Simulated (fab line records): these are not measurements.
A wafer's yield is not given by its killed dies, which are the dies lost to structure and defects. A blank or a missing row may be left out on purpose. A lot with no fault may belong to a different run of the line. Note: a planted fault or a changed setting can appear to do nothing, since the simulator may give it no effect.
Which tool did it? || flow nandHarc || 11 lots, 33 wafers sampled, at 6 steps of a route of 1302

WHAT THE GAUGES READ, wafer by wafer
NHARC_P_GATE_CD_MEAS_11: the cd target is 1640 nm. Usual: 1639.8 nm for cdNm, sd 1.4.
{"lot": "L257", "measured": "day 4 20:40", "on": "cdSem-03", "cdNm (nm)": "1642.5 1638.5 1639.6", "flag": ""}
{"lot": "L259", "measured": "day 5 17:21", "on": "cdSem-02", "cdNm (nm)": "1640.9 1641.0 1643.0", "flag": ""}
{"lot": "L264", "measured": "day 7 23:25", "on": "cdSem-03", "cdNm (nm)": "- - -", "flag": "OFF"}
{"lot": "L266", "measured": "day 8 17:58", "on": "cdSem-01", "cdNm (nm)": "1639.3 1639.8 1637.6", "flag": ""}
{"lot": "L271", "measured": "day 10 15:08", "on": "cdSem-02", "cdNm (nm)": "1638.5 1640.5 1639.8", "flag": ""}
{"lot": "L272", "measured": "day 10 23:18", "on": "cdSem-03", "cdNm (nm)": "1641.4 1640.4 1639.6", "flag": ""}
{"lot": "L273", "measured": "day 11 13:01", "on": "cdSem-01", "cdNm (nm)": "1639.5 1639.9 1639.3", "flag": ""}
{"lot": "L274", "measured": "day 11 18:51", "on": "cdSem-03", "cdNm (nm)": "1640.4 1640.0 1639.2", "flag": ""}
{"lot": "L275", "measured": "day 12 07:15", "on": "cdSem-03", "cdNm (nm)": "1639.3 1637.2 1639.9", "flag": ""}
{"lot": "L278", "measured": "day 13 15:46", "on": "cdSem-02", "cdNm (nm)": "1642.1 1639.1 1639.3", "flag": ""}
{"lot": "L279", "measured": "day 14 07:08", "on": "cdSem-01", "cdNm (nm)": "1641.5 1638.5 1640.4", "flag": ""}

NHARC_END_SORT_01. Usual: killedAtArray 52, standard deviation 17; killedAtOther 0.9, standard deviation 1.2; killedAtPeriphery 3.9, standard deviation 2.7; killedDies 57, standard deviation 16; killedOpen 3.3, standard deviation 1.9; killedShort 2.5, standard deviation 1.5.
{"lot": "L264", "measured": "day 27 23:51", "on": "prober-02", "killedAtArray": "40 27 44", "killedAtOther": "0 0 1", "killedAtPeriphery": "637 650 632", "killedDies": "677 677 677", "killedOpen": "1 2 2", "killedShort": "2 3 3", "flag": "OFF"}

WHICH TOOL RAN EACH LOT (tool, then ch and the chambers of the sampled wafers, then the start)
{"lot": "L257", "NHARC_P_ZERO_WELL_DESCUM_26": "rieDiel-04 ch 1,2,3, day 2 08:30", "NHARC_P_STI_DESCUM_14": "rieDiel-07 ch 0,1,2, day 3 08:26", "NHARC_P_GATE_EXPOSE_08": "krfScanner-04 ch 0, day 4 20:31", "NHARC_P_GATE_STRIP_108": "rieDiel-08 ch 1,2, day 5 12:37"}
{"lot": "L259", "NHARC_P_ZERO_WELL_DESCUM_26": "rieDiel-11 ch 0,1, day 3 04:43", "NHARC_P_STI_DESCUM_14": "rieDiel-10 ch 0,1,3, day 4 03:25", "NHARC_P_GATE_EXPOSE_08": "krfScanner-03 ch 0, day 5 17:11", "NHARC_P_GATE_STRIP_108": "rieDiel-03 ch 0,1,2, day 6 08:07"}
{"lot": "L264", "NHARC_P_ZERO_WELL_DESCUM_26": "rieDiel-13 ch 0,2,3, day 5 09:28", "NHARC_P_STI_DESCUM_14": "rieDiel-06 ch 2,3, day 6 08:48", "NHARC_P_GATE_EXPOSE_08": "krfScanner-02 ch 0, day 7 23:16", "NHARC_P_GATE_STRIP_108": "rieDiel-08 ch 0,3, day 8 16:56"}
{"lot": "L266", "NHARC_P_ZERO_WELL_DESCUM_26": "rieDiel-13 ch 1,2,3, day 6 02:46", "NHARC_P_STI_DESCUM_14": "rieDiel-06 ch 0,3, day 7 03:57", "NHARC_P_GATE_EXPOSE_08": "krfScanner-02 ch 0, day 8 17:50", "NHARC_P_GATE_STRIP_108": "rieDiel-03 ch 0,2,3, day 9 12:31"}
{"lot": "L271", "NHARC_P_ZERO_WELL_DESCUM_26": "rieDiel-04 ch 0,3, day 8 05:01", "NHARC_P_STI_DESCUM_14": "rieDiel-10 ch 0,2,3, day 9 03:43", "NHARC_P_GATE_EXPOSE_08": "krfScanner-02 ch 0, day 10 14:59", "NHARC_P_GATE_STRIP_108": "rieDiel-03 ch 1,3, day 11 08:50"}
{"lot": "L272", "NHARC_P_ZERO_WELL_DESCUM_26": "rieDiel-13 ch 1,2,3, day 8 15:08", "NHARC_P_STI_DESCUM_14": "rieDiel-06 ch 1,2, day 9 12:41", "NHARC_P_GATE_EXPOSE_08": "krfScanner-04 ch 0, day 10 23:09", "NHARC_P_GATE_STRIP_108": "rieDiel-03 ch 0,1,2, day 11 20:35"}
{"lot": "L273", "NHARC_P_ZERO_WELL_DESCUM_26": "rieDiel-04 ch 0,1, day 9 00:41", "NHARC_P_STI_DESCUM_14": "rieDiel-10 ch 0,1, day 9 23:03", "NHARC_P_GATE_EXPOSE_08": "krfScanner-04 ch 0, day 11 12:52", "NHARC_P_GATE_STRIP_108": "rieDiel-03 ch 1,2, day 12 07:49"}
{"lot": "L274", "NHARC_P_ZERO_WELL_DESCUM_26": "rieDiel-13 ch 1,3, day 9 10:40", "NHARC_P_STI_DESCUM_14": "rieDiel-06 ch 0,1, day 10 08:54", "NHARC_P_GATE_EXPOSE_08": "krfScanner-04 ch 0, day 11 18:41", "NHARC_P_GATE_STRIP_108": "rieDiel-03 ch 0,1, day 12 12:27"}
{"lot": "L275", "NHARC_P_ZERO_WELL_DESCUM_26": "rieDiel-04 ch 0,2,3, day 9 20:49", "NHARC_P_STI_DESCUM_14": "rieDiel-10 ch 1,2,3, day 10 17:33", "NHARC_P_GATE_EXPOSE_08": "krfScanner-03 ch 0, day 12 07:06", "NHARC_P_GATE_STRIP_108": "rieDiel-08 ch 0,1,2, day 12 23:41"}
{"lot": "L278", "NHARC_P_ZERO_WELL_DESCUM_26": "rieDiel-11 ch 1,2,3, day 11 02:37", "NHARC_P_STI_DESCUM_14": "rieDiel-06 ch 0,1,3, day 12 03:25", "NHARC_P_GATE_EXPOSE_08": "krfScanner-02 ch 0, day 13 15:37", "NHARC_P_GATE_STRIP_108": "rieDiel-01 ch 1,2,3, day 14 09:01"}
{"lot": "L279", "NHARC_P_ZERO_WELL_DESCUM_26": "rieDiel-13 ch 0,1,3, day 11 12:41", "NHARC_P_STI_DESCUM_14": "rieDiel-06 ch 0,1, day 12 14:16", "NHARC_P_GATE_EXPOSE_08": "krfScanner-02 ch 0, day 14 06:59", "NHARC_P_GATE_STRIP_108": "rieDiel-03 ch 1,2, day 15 01:12"}
- NHARC_P_ZERO_WELL_DESCUM_26: chemistry O2, time 3 s.
- NHARC_P_STI_DESCUM_14: chemistry O2, time 3 s.
- NHARC_P_GATE_EXPOSE_08: exposes mask P HV.
- NHARC_P_GATE_STRIP_108: strips in O2.

WHAT THE TOOLS THEMSELVES READ (means of the sampled wafers that have a number; where no wafer has one, the mark that the record gives instead)
NHARC_P_ZERO_WELL_DESCUM_26. Usual: chamberPressureMTorr 60.00 mTorr, standard deviation 0.053; drypumpMotorCurrentA 5.7 A, standard deviation 0.48; oesProductAu 1.001 a.u., standard deviation 0.0099; rfVppV 57.8 V, standard deviation 0.83; showerheadPlenumPTorr 1.90 Torr, standard deviation 0.1; throttleValvePct 11.311 %, standard deviation 0.0091.
{"lot": "L257", "tool": "rieDiel-04", "chamberPressureMTorr (mTorr)": 59.97, "drypumpMotorCurrentA (A)": 5.2, "oesProductAu (a.u.)": 1.003, "rfVppV (V)": 56.7, "showerheadPlenumPTorr (Torr)": 1.89, "throttleValvePct (%)": 11.308, "flag": ""}
{"lot": "L259", "tool": "rieDiel-11", "chamberPressureMTorr (mTorr)": 60.02, "drypumpMotorCurrentA (A)": 5.7, "oesProductAu (a.u.)": 0.990, "rfVppV (V)": 57.3, "showerheadPlenumPTorr (Torr)": 1.83, "throttleValvePct (%)": 11.320, "flag": ""}
{"lot": "L264", "tool": "rieDiel-13", "chamberPressureMTorr (mTorr)": 59.98, "drypumpMotorCurrentA (A)": 6.0, "oesProductAu (a.u.)": 1.005, "rfVppV (V)": 57.4, "showerheadPlenumPTorr (Torr)": 1.91, "throttleValvePct (%)": 11.311, "flag": ""}
{"lot": "L266", "tool": "rieDiel-13", "chamberPressureMTorr (mTorr)": 59.97, "drypumpMotorCurrentA (A)": 5.7, "oesProductAu (a.u.)": 1.012, "rfVppV (V)": 57.6, "showerheadPlenumPTorr (Torr)": 1.86, "throttleValvePct (%)": 11.310, "flag": ""}
{"lot": "L271", "tool": "rieDiel-04", "chamberPressureMTorr (mTorr)": 60.02, "drypumpMotorCurrentA (A)": 5.6, "oesProductAu (a.u.)": 1.000, "rfVppV (V)": 58.4, "showerheadPlenumPTorr (Torr)": 1.87, "throttleValvePct (%)": 11.313, "flag": ""}
{"lot": "L272", "tool": "rieDiel-13", "chamberPressureMTorr (mTorr)": 60.02, "drypumpMotorCurrentA (A)": 5.7, "oesProductAu (a.u.)": 0.999, "rfVppV (V)": 59.0, "showerheadPlenumPTorr (Torr)": 1.96, "throttleValvePct (%)": 11.317, "flag": ""}
{"lot": "L273", "tool": "rieDiel-04", "chamberPressureMTorr (mTorr)": 60.07, "drypumpMotorCurrentA (A)": 5.9, "oesProductAu (a.u.)": 0.988, "rfVppV (V)": 58.9, "showerheadPlenumPTorr (Torr)": 1.97, "throttleValvePct (%)": 11.304, "flag": ""}
{"lot": "L274", "tool": "rieDiel-13", "chamberPressureMTorr (mTorr)": 60.01, "drypumpMotorCurrentA (A)": 6.0, "oesProductAu (a.u.)": 1.013, "rfVppV (V)": 57.6, "showerheadPlenumPTorr (Torr)": 1.88, "throttleValvePct (%)": 11.315, "flag": ""}
{"lot": "L275", "tool": "rieDiel-04", "chamberPressureMTorr (mTorr)": 60.02, "drypumpMotorCurrentA (A)": 5.6, "oesProductAu (a.u.)": 0.995, "rfVppV (V)": 57.6, "showerheadPlenumPTorr (Torr)": 1.86, "throttleValvePct (%)": 11.296, "flag": ""}
{"lot": "L278", "tool": "rieDiel-11", "chamberPressureMTorr (mTorr)": 60.01, "drypumpMotorCurrentA (A)": 5.6, "oesProductAu (a.u.)": 0.989, "rfVppV (V)": 57.6, "showerheadPlenumPTorr (Torr)": 1.99, "throttleValvePct (%)": 11.310, "flag": ""}
{"lot": "L279", "tool": "rieDiel-13", "chamberPressureMTorr (mTorr)": 60.02, "drypumpMotorCurrentA (A)": 5.9, "oesProductAu (a.u.)": 0.995, "rfVppV (V)": 57.6, "showerheadPlenumPTorr (Torr)": 1.93, "throttleValvePct (%)": 11.316, "flag": ""}

NHARC_P_STI_DESCUM_14. Usual: chamberPressureMTorr 60.00 mTorr, standard deviation 0.048; drypumpMotorCurrentA 5.9 A, standard deviation 0.44; oesProductAu 1.001 a.u., standard deviation 0.01; rfVppV 58.0 V, standard deviation 0.83; showerheadPlenumPTorr 1.96 Torr, standard deviation 0.067; throttleValvePct 11.310 %, standard deviation 0.0097.
{"lot": "L257", "tool": "rieDiel-07", "chamberPressureMTorr (mTorr)": 59.97, "drypumpMotorCurrentA (A)": 5.6, "oesProductAu (a.u.)": 1.004, "rfVppV (V)": 58.9, "showerheadPlenumPTorr (Torr)": 2.00, "throttleValvePct (%)": 11.306, "flag": ""}
{"lot": "L259", "tool": "rieDiel-10", "chamberPressureMTorr (mTorr)": 59.99, "drypumpMotorCurrentA (A)": 5.9, "oesProductAu (a.u.)": 0.998, "rfVppV (V)": 57.2, "showerheadPlenumPTorr (Torr)": 1.90, "throttleValvePct (%)": 11.321, "flag": ""}
{"lot": "L264", "tool": "rieDiel-06", "chamberPressureMTorr (mTorr)": 60.02, "drypumpMotorCurrentA (A)": 5.4, "oesProductAu (a.u.)": 1.006, "rfVppV (V)": 58.2, "showerheadPlenumPTorr (Torr)": 1.98, "throttleValvePct (%)": 11.306, "flag": ""}
{"lot": "L266", "tool": "rieDiel-06", "chamberPressureMTorr (mTorr)": 60.06, "drypumpMotorCurrentA (A)": 6.0, "oesProductAu (a.u.)": 1.000, "rfVppV (V)": 58.5, "showerheadPlenumPTorr (Torr)": 1.97, "throttleValvePct (%)": 11.313, "flag": ""}
{"lot": "L271", "tool": "rieDiel-10", "chamberPressureMTorr (mTorr)": 59.97, "drypumpMotorCurrentA (A)": 5.8, "oesProductAu (a.u.)": 0.995, "rfVppV (V)": 58.3, "showerheadPlenumPTorr (Torr)": 1.96, "throttleValvePct (%)": 11.306, "flag": ""}
{"lot": "L272", "tool": "rieDiel-06", "chamberPressureMTorr (mTorr)": 59.98, "drypumpMotorCurrentA (A)": 5.5, "oesProductAu (a.u.)": 0.998, "rfVppV (V)": 58.0, "showerheadPlenumPTorr (Torr)": 1.99, "throttleValvePct (%)": 11.307, "flag": ""}
{"lot": "L273", "tool": "rieDiel-10", "chamberPressureMTorr (mTorr)": 60.00, "drypumpMotorCurrentA (A)": 6.1, "oesProductAu (a.u.)": 0.989, "rfVppV (V)": 57.0, "showerheadPlenumPTorr (Torr)": 1.81, "throttleValvePct (%)": 11.314, "flag": ""}
{"lot": "L274", "tool": "rieDiel-06", "chamberPressureMTorr (mTorr)": 59.99, "drypumpMotorCurrentA (A)": 6.2, "oesProductAu (a.u.)": 1.005, "rfVppV (V)": 57.4, "showerheadPlenumPTorr (Torr)": 1.98, "throttleValvePct (%)": 11.299, "flag": ""}
{"lot": "L275", "tool": "rieDiel-10", "chamberPressureMTorr (mTorr)": 60.00, "drypumpMotorCurrentA (A)": 5.6, "oesProductAu (a.u.)": 0.999, "rfVppV (V)": 57.7, "showerheadPlenumPTorr (Torr)": 1.93, "throttleValvePct (%)": 11.308, "flag": ""}
{"lot": "L278", "tool": "rieDiel-06", "chamberPressureMTorr (mTorr)": 60.03, "drypumpMotorCurrentA (A)": 6.1, "oesProductAu (a.u.)": 1.004, "rfVppV (V)": 58.0, "showerheadPlenumPTorr (Torr)": 1.98, "throttleValvePct (%)": 11.312, "flag": ""}
{"lot": "L279", "tool": "rieDiel-06", "chamberPressureMTorr (mTorr)": 59.98, "drypumpMotorCurrentA (A)": 6.2, "oesProductAu (a.u.)": 0.996, "rfVppV (V)": 58.3, "showerheadPlenumPTorr (Torr)": 1.98, "throttleValvePct (%)": 11.306, "flag": ""}

NHARC_P_GATE_STRIP_108. Usual: chamberPressureMTorr 59.99 mTorr, standard deviation 0.075; drypumpMotorCurrentA 5.7 A, standard deviation 0.31; oesProductAu 1.003 a.u., standard deviation 0.01; rfVppV 58.0 V, standard deviation 1; showerheadPlenumPTorr 3.59 Torr, standard deviation 0.15; throttleValvePct 17.035 %, standard deviation 0.0087.
{"lot": "L257", "tool": "rieDiel-08", "chamberPressureMTorr (mTorr)": 59.99, "drypumpMotorCurrentA (A)": 5.2, "oesProductAu (a.u.)": 0.995, "rfVppV (V)": 57.9, "showerheadPlenumPTorr (Torr)": 3.58, "throttleValvePct (%)": 17.024, "flag": ""}
{"lot": "L259", "tool": "rieDiel-03", "chamberPressureMTorr (mTorr)": 60.04, "drypumpMotorCurrentA (A)": 5.8, "oesProductAu (a.u.)": 0.998, "rfVppV (V)": 57.7, "showerheadPlenumPTorr (Torr)": 3.63, "throttleValvePct (%)": 17.032, "flag": ""}
{"lot": "L264", "tool": "rieDiel-08", "chamberPressureMTorr (mTorr)": 59.97, "drypumpMotorCurrentA (A)": 5.8, "oesProductAu (a.u.)": 1.017, "rfVppV (V)": 58.6, "showerheadPlenumPTorr (Torr)": 3.59, "throttleValvePct (%)": 17.037, "flag": ""}
{"lot": "L266", "tool": "rieDiel-03", "chamberPressureMTorr (mTorr)": 59.98, "drypumpMotorCurrentA (A)": 5.8, "oesProductAu (a.u.)": 1.002, "rfVppV (V)": 57.7, "showerheadPlenumPTorr (Torr)": 3.57, "throttleValvePct (%)": 17.039, "flag": ""}
{"lot": "L271", "tool": "rieDiel-03", "chamberPressureMTorr (mTorr)": 59.97, "drypumpMotorCurrentA (A)": 5.9, "oesProductAu (a.u.)": 0.994, "rfVppV (V)": 56.7, "showerheadPlenumPTorr (Torr)": 3.62, "throttleValvePct (%)": 17.036, "flag": ""}
{"lot": "L272", "tool": "rieDiel-03", "chamberPressureMTorr (mTorr)": 60.05, "drypumpMotorCurrentA (A)": 5.8, "oesProductAu (a.u.)": 0.996, "rfVppV (V)": 57.6, "showerheadPlenumPTorr (Torr)": 3.63, "throttleValvePct (%)": 17.034, "flag": ""}
{"lot": "L273", "tool": "rieDiel-03", "chamberPressureMTorr (mTorr)": 59.97, "drypumpMotorCurrentA (A)": 6.0, "oesProductAu (a.u.)": 0.998, "rfVppV (V)": 59.2, "showerheadPlenumPTorr (Torr)": 3.71, "throttleValvePct (%)": 17.044, "flag": ""}
{"lot": "L274", "tool": "rieDiel-03", "chamberPressureMTorr (mTorr)": 60.00, "drypumpMotorCurrentA (A)": 5.8, "oesProductAu (a.u.)": 0.998, "rfVppV (V)": 57.7, "showerheadPlenumPTorr (Torr)": 3.60, "throttleValvePct (%)": 17.032, "flag": ""}
{"lot": "L275", "tool": "rieDiel-08", "chamberPressureMTorr (mTorr)": 59.99, "drypumpMotorCurrentA (A)": 5.3, "oesProductAu (a.u.)": 1.008, "rfVppV (V)": 57.6, "showerheadPlenumPTorr (Torr)": 3.46, "throttleValvePct (%)": 17.035, "flag": ""}
{"lot": "L278", "tool": "rieDiel-01", "chamberPressureMTorr (mTorr)": 60.02, "drypumpMotorCurrentA (A)": 5.6, "oesProductAu (a.u.)": 1.004, "rfVppV (V)": 59.0, "showerheadPlenumPTorr (Torr)": 3.55, "throttleValvePct (%)": 17.046, "flag": ""}
{"lot": "L279", "tool": "rieDiel-03", "chamberPressureMTorr (mTorr)": 60.00, "drypumpMotorCurrentA (A)": 6.1, "oesProductAu (a.u.)": 0.996, "rfVppV (V)": 59.0, "showerheadPlenumPTorr (Torr)": 3.75, "throttleValvePct (%)": 17.030, "flag": ""}

THE ANSWER, worked out from the rows above alone
Rule: a lot is off if the mean of its wafers that have a number lies more than 3 standard deviations from the usual mean. Also off: a lot with no number at a reading for which 4 or more lots have one. All remaining lots with rows at the step are treated as sound. After the gauges, taken in route order, come the tools' own readings; for these a lot's mean is taken, as printed above. At the first step where some lot is off, the reading lying furthest off is the one used; lots without a number count as furthest.
Off: L264 (NHARC_P_GATE_CD_MEAS_11, cdNm). Without a number there: L264.
If a tool, at a process step before that reading, ran all the lots that are off and no sound lot after the first of them, it fits. Not tried: the gauges at NHARC_P_GATE_CD_MEAS_11; whatever is off there is also off at NHARC_END_SORT_01, on other tools, and gauge error can't account for it. No candidate that was tried fits.

WHAT WAS PUT IN BY THE SIMULATOR
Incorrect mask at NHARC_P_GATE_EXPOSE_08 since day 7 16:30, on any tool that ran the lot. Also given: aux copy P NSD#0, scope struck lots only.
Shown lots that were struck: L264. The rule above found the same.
